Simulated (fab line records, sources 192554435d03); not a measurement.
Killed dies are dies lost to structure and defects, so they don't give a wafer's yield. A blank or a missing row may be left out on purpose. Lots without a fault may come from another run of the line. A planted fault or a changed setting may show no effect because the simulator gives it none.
Chamber matching | flow n5_finfet | N5_BEOL_M3_ALD_84 on ald_metal-02: 4 sister chambers
The step deposits TaN, pulse time 2 s, purge time 3 s, co reactant purge time 2 s. 8 wafers are shown with their chamber, then 8 later ones without.

WAFERS WITH THEIR CHAMBER
wafer  | chamber | heater_power_outer_w (W) | heater_power_w (W)
L083.2 | 3       | 252                      | 421
L086.1 | 1       | 208                      | 426
L086.2 | 3       | 251                      | 423
L086.3 | 2       | 199                      | 379
L090.3 | 0       | 200                      | 376
L090.4 | 2       | 200                      | 386
L090.6 | 0       | 197                      | 379
L089.3 | 1       | 201                      | 417

WAFERS WITHOUT THEIR CHAMBER
wafer  | heater_power_outer_w (W) | heater_power_w (W)
L089.5 | 246                      | 416
L089.6 | 196                      | 360
L091.2 | 248                      | 422
L091.3 | 197                      | 386
L091.6 | 204                      | 376
L094.1 | 249                      | 415
L094.2 | 197                      | 388
L094.4 | 210                      | 424

WHICH CHAMBER EACH WENT THROUGH
wafer  | from the rows above     | in truth
L089.5 | 3                       | 3
L089.6 | can't be placed: 0 or 2 | 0
L091.2 | 3                       | 3
L091.3 | can't be placed: 2 or 0 | 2
L091.6 | can't be placed: 0 or 2 | 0
L094.1 | 3                       | 3
L094.2 | can't be placed: 2 or 0 | 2
L094.4 | 1                       | 1
Placed correctly: 4 of 8. Can't be placed from these rows: 4 (the true chamber is among the candidates in 4). Placed wrongly: 0.
How it was worked out, from the rows above alone: a wafer's distance from a chamber is the root of the sum, over the readings, of the square of ((its reading less the chamber's mean) divided by the reading's scatter). The wafer belongs to the nearest chamber; if the next one is less than 2 further off, it can't be placed. A chamber's mean is the mean of its shown wafers. The scatter: the root of (the sum of the squares of (reading less its chamber's mean) over the shown wafers, divided by (wafers less chambers)).
